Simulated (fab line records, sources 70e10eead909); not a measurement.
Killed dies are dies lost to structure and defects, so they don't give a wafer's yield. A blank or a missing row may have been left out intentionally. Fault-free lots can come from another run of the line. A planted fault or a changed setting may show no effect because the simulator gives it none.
Matching of chambers + flow nand harc + NHARC_P_CONTACT_DEP_30 on pecvd-03: 3 sister chambers
The step deposits SiNx, target thk 30 nm. 6 wafers are shown with their chamber, then 10 later ones without.

== EACH WAFER AND ITS CHAMBER ==
| wafer  | chamber | heater power outer w (W) | heater power w (W) |
|--------|---------|--------------------------|--------------------|
| L084.2 | 2       | 376                      | 627                |
| L084.3 | 1       | 390                      | 624                |
| L085.4 | 2       | 469                      | 716                |
| L085.5 | 0       | 545                      | 775                |
| L086.1 | 0       | 512                      | 716                |
| L086.2 | 1       | 368                      | 605                |

== WAFERS WHOSE CHAMBER IS MISSING ==
| wafer  | heater power outer w (W) | heater power w (W) |
|--------|--------------------------|--------------------|
| L086.3 | 437                      | 685                |
| L087.4 | 440                      | 644                |
| L087.5 | 392                      | 631                |
| L087.6 | 366                      | 603                |
| L093.1 | 430                      | 678                |
| L093.5 | 500                      | 734                |
| L093.6 | 452                      | 735                |
| L094.1 | 445                      | 717                |
| L094.4 | 476                      | 707                |
| L094.6 | 466                      | 740                |

== WHICH CHAMBER EACH ONE RAN IN ==
| wafer  | from the rows above          | in truth |
|--------|------------------------------|----------|
| L086.3 | can't be placed: 2 or 1      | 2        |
| L087.4 | can't be placed: 2 or 1      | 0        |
| L087.5 | can't be placed: 1 or 2      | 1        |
| L087.6 | can't be placed: 1 or 2      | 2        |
| L093.1 | can't be placed: 2 or 1      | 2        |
| L093.5 | can't be placed: 0 or 2      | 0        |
| L093.6 | can't be placed: 2 or 0 or 1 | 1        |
| L094.1 | can't be placed: 2 or 0 or 1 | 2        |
| L094.4 | can't be placed: 2 or 0 or 1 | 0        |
| L094.6 | can't be placed: 0 or 2      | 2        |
Correct placement for 0 of the 10. Unplaceable from these rows: 10, with the true chamber sitting among the candidates in 9. Wrongly placed: 0.
How it was worked out, from the rows above alone: a wafer's distance from a chamber is the root of the sum, over the readings, of the square of ((its reading less the chamber's mean) divided by the reading's scatter). The wafer belongs to the nearest chamber; if the next one is less than 2 further off, it can't be placed. The mean given for a chamber averages the wafers shown for that chamber. The scatter: the root of (the sum of the squares of (reading less its chamber's mean) over the shown wafers, divided by (wafers less chambers)).
